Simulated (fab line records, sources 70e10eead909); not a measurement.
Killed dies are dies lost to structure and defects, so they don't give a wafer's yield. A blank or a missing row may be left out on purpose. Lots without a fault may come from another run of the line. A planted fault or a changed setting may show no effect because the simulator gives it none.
Which tool did it? | flow nand_harc | 12 lots, 36 wafers sampled, at 6 steps of a route of 1302

WHAT THE GAUGES READ, wafer by wafer
NHARC_P_STI_INSPECT_11.
lot  | measured     | on                | raw_defect_count
L408 | day 2 19:15  | defect_inspect-01 | 1 2 2
L410 | day 3 17:27  | defect_inspect-01 | 3 5 5
L412 | day 4 12:41  | defect_inspect-01 | 4 3 6
L415 | day 5 17:10  | defect_inspect-02 | 3 7 6
L416 | day 6 04:17  | defect_inspect-02 | 5 4 9
L417 | day 6 12:13  | defect_inspect-02 | 442 420 437
L418 | day 7 01:51  | defect_inspect-01 | 432 427 450
L427 | day 10 20:36 | defect_inspect-02 | 4 4 6
L428 | day 11 09:11 | defect_inspect-01 | 5 5 2
L429 | day 11 17:32 | defect_inspect-01 | 6 6 7
L430 | day 11 22:17 | defect_inspect-02 | 1 3 5
L431 | day 12 08:05 | defect_inspect-02 | 8 6 4

NHARC_END_SORT_01.
lot  | measured     | on        | killed_at_array | killed_at_other | killed_at_periphery | killed_dies | killed_open | killed_short
L417 | day 28 16:52 | prober-02 | 35 48 39        | 0 0 0           | 287 300 297         | 322 348 336 | 3 1 0       | 2 2 1
L418 | day 29 01:23 | prober-01 | 37 27 32        | 0 0 0           | 293 306 296         | 330 333 328 | 3 0 2       | 1 2 0

WHICH TOOL RAN EACH LOT (tool, then ch and the chambers of the sampled wafers, then the start)
lot  | NHARC_P_STI_OXIDE_29          | NHARC_P_STI_CMP_21            | NHARC_P_GATE_DESCUM_93             | NHARC_P_GATE_DEGAS_109
L408 | furnace-03 ch 0, day 2 07:28  | cmp-01 ch 0,1,2, day 3 14:00  | rie_diel-13 ch 1,2,3, day 5 13:26  | pvd_sputter-03, day 5 15:23
L410 | furnace-03 ch 0, day 3 04:27  | cmp-02 ch 0,2,3, day 4 15:55  | rie_diel-13 ch 1,2,3, day 6 19:39  | pvd_sputter-02, day 6 21:36
L412 | furnace-03 ch 0, day 3 23:40  | cmp-01 ch 1,2,3, day 5 06:11  | rie_diel-09 ch 0,2, day 7 20:56    | pvd_sputter-03, day 7 23:02
L415 | furnace-01 ch 0, day 5 05:49  | cmp-04 ch 2,3, day 6 11:24    | rie_diel-02 ch 0,1, day 8 13:38    | pvd_sputter-01, day 8 15:37
L416 | furnace-01 ch 0, day 5 16:54  | cmp-02 ch 2,3, day 7 01:32    | rie_diel-13 ch 1,2, day 9 08:08    | pvd_sputter-01, day 9 10:07
L417 | furnace-01 ch 0, day 6 00:52  | cmp-01 ch 0,1,3, day 7 09:01  | rie_diel-09 ch 0,1,2, day 9 07:05  | pvd_sputter-02, day 9 09:01
L418 | furnace-01 ch 0, day 6 14:30  | cmp-02 ch 1,2,3, day 7 21:50  | rie_diel-09 ch 0,2,3, day 10 04:58 | pvd_sputter-01, day 10 06:56
L427 | furnace-02 ch 0, day 10 09:13 | cmp-01 ch 1,2,3, day 11 20:11 | rie_diel-02 ch 0,1,2, day 13 22:14 | pvd_sputter-02, day 14 00:11
L428 | furnace-02 ch 0, day 10 20:08 | cmp-04 ch 0,1,2, day 12 05:16 | rie_diel-13 ch 0,2,3, day 14 09:17 | pvd_sputter-03, day 14 11:13
L429 | furnace-01 ch 0, day 11 06:08 | cmp-01 ch 0,2,3, day 12 15:51 | rie_diel-09 ch 1,2, day 14 17:53   | pvd_sputter-02, day 14 19:50
L430 | furnace-01 ch 0, day 11 10:52 | cmp-02 ch 2,3, day 12 15:48   | rie_diel-13 ch 0,1, day 14 17:06   | pvd_sputter-03, day 14 19:04
L431 | furnace-01 ch 0, day 11 20:52 | cmp-04 ch 0,1, day 13 05:00   | rie_diel-02 ch 0,2,3, day 15 03:45 | pvd_sputter-01, day 15 07:18
- NHARC_P_STI_OXIDE_29: material SiO2, target thk 10 nm, ox time 1362 s.
- NHARC_P_STI_CMP_21: polishes, t overpolish 20 s, target thk 380.67 nm.
- NHARC_P_GATE_DESCUM_93: chemistry O2, time 3 s.
- NHARC_P_GATE_DEGAS_109: time 60 s.

WHAT THE TOOLS THEMSELVES READ (means of the sampled wafers that have a number; where no wafer has one, the mark that the record gives instead)
NHARC_P_STI_OXIDE_29.
lot  | tool       | spike_tc_centre_C (C) | spike_tc_top_C (C)
L408 | furnace-03 | 901.2                 | 910.7
L410 | furnace-03 | 900.5                 | 911.2
L412 | furnace-03 | 900.1                 | 909.7
L415 | furnace-01 | 901.6                 | 906.8
L416 | furnace-01 | 900.3                 | 907.8
L417 | furnace-01 | 901.0                 | 907.7
L418 | furnace-01 | 901.2                 | 907.6
L427 | furnace-02 | 900.6                 | 907.2
L428 | furnace-02 | 900.2                 | 907.3
L429 | furnace-01 | 900.8                 | 908.0
L430 | furnace-01 | 902.3                 | 907.8
L431 | furnace-01 | 901.3                 | 907.0

NHARC_P_STI_CMP_21.
lot  | tool   | motor_current_A (A) | overpolish_run_s (s)
L408 | cmp-01 | 12.1                | 19.995
L410 | cmp-02 | 11.5                | 19.999
L412 | cmp-01 | 12.6                | 19.998
L415 | cmp-04 | 13.3                | 19.998
L416 | cmp-02 | 12.0                | 19.999
L417 | cmp-01 | 12.5                | 19.999
L418 | cmp-02 | 12.0                | 19.999
L427 | cmp-01 | 12.9                | 20.002
L428 | cmp-04 | 13.5                | 20.004
L429 | cmp-01 | 11.4                | 20.004
L430 | cmp-02 | 12.0                | 19.995
L431 | cmp-04 | 13.3                | 20.004

NHARC_P_GATE_DESCUM_93.
lot  | tool        | drypump_motor_current_A (A) | oes_product_au (a.u.) | rf_vpp_V (V) | showerhead_plenum_p_Torr (Torr) | throttle_valve_pct (%)
L408 | rie_diel-13 | 5.7                         | 1.007                 | 57.5         | 1.87                            | 11.307
L410 | rie_diel-13 | 5.8                         | 1.003                 | 57.8         | 1.86                            | 11.322
L412 | rie_diel-09 | 5.0                         | 1.012                 | 58.4         | 1.95                            | 11.318
L415 | rie_diel-02 | 5.7                         | 1.008                 | 57.9         | 1.92                            | 11.309
L416 | rie_diel-13 | 5.3                         | 1.009                 | 57.7         | 1.83                            | 11.309
L417 | rie_diel-09 | 5.5                         | 1.003                 | 58.2         | 1.95                            | 11.313
L418 | rie_diel-09 | 5.3                         | 1.000                 | 57.0         | 1.93                            | 11.314
L427 | rie_diel-02 | 5.6                         | 1.001                 | 57.1         | 1.86                            | 11.310
L428 | rie_diel-13 | 6.1                         | 1.004                 | 57.7         | 1.87                            | 11.313
L429 | rie_diel-09 | 5.5                         | 0.994                 | 57.8         | 1.92                            | 11.312
L430 | rie_diel-13 | 5.2                         | 0.998                 | 57.1         | 1.84                            | 11.314
L431 | rie_diel-02 | 5.6                         | 0.996                 | 57.4         | 1.91                            | 11.315

NHARC_P_GATE_DEGAS_109.
lot  | tool           | heater_power_w (W)
L408 | pvd_sputter-03 | 421
L410 | pvd_sputter-02 | 460
L412 | pvd_sputter-03 | 425
L415 | pvd_sputter-01 | 491
L416 | pvd_sputter-01 | 550
L417 | pvd_sputter-02 | 474
L418 | pvd_sputter-01 | 487
L427 | pvd_sputter-02 | 506
L428 | pvd_sputter-03 | 444
L429 | pvd_sputter-02 | 492
L430 | pvd_sputter-03 | 417
L431 | pvd_sputter-01 | 523

THE ANSWER, worked out from the rows above alone
Rule: what is usual is taken from the lots themselves. Put in order of their means at a reading, lots are off if they are a third of the lots or fewer, leave a main group of 4 or more, and stand apart from it by a gap of 3 or more times the standard deviation of the main group's means; of several such gaps the widest counts. A main group whose means are all the same, to the digits that the tables above print for the reading, isn't used. A lot without any number at a reading at which 4 lots or more have one is off too. The other lots that the step has rows for count as sound. The gauges are gone through in route order, then the tools' own readings, and for those a lot's mean is taken as printed above. The first step at which some lot is off is used, and at that step the reading that is off furthest; a lot without a number counts as furthest.
Off: L417, L418, at NHARC_P_STI_INSPECT_11 (raw_defect_count). The main group: mean 4.6, standard deviation 1.4.
A tool fits if, at a process step before that reading, it ran every lot that is off, and no sound lot after the first of them. The gauges at NHARC_P_STI_INSPECT_11 are tried like those tools. None of those tried fits.

WHAT THE SIMULATOR HAD PUT IN
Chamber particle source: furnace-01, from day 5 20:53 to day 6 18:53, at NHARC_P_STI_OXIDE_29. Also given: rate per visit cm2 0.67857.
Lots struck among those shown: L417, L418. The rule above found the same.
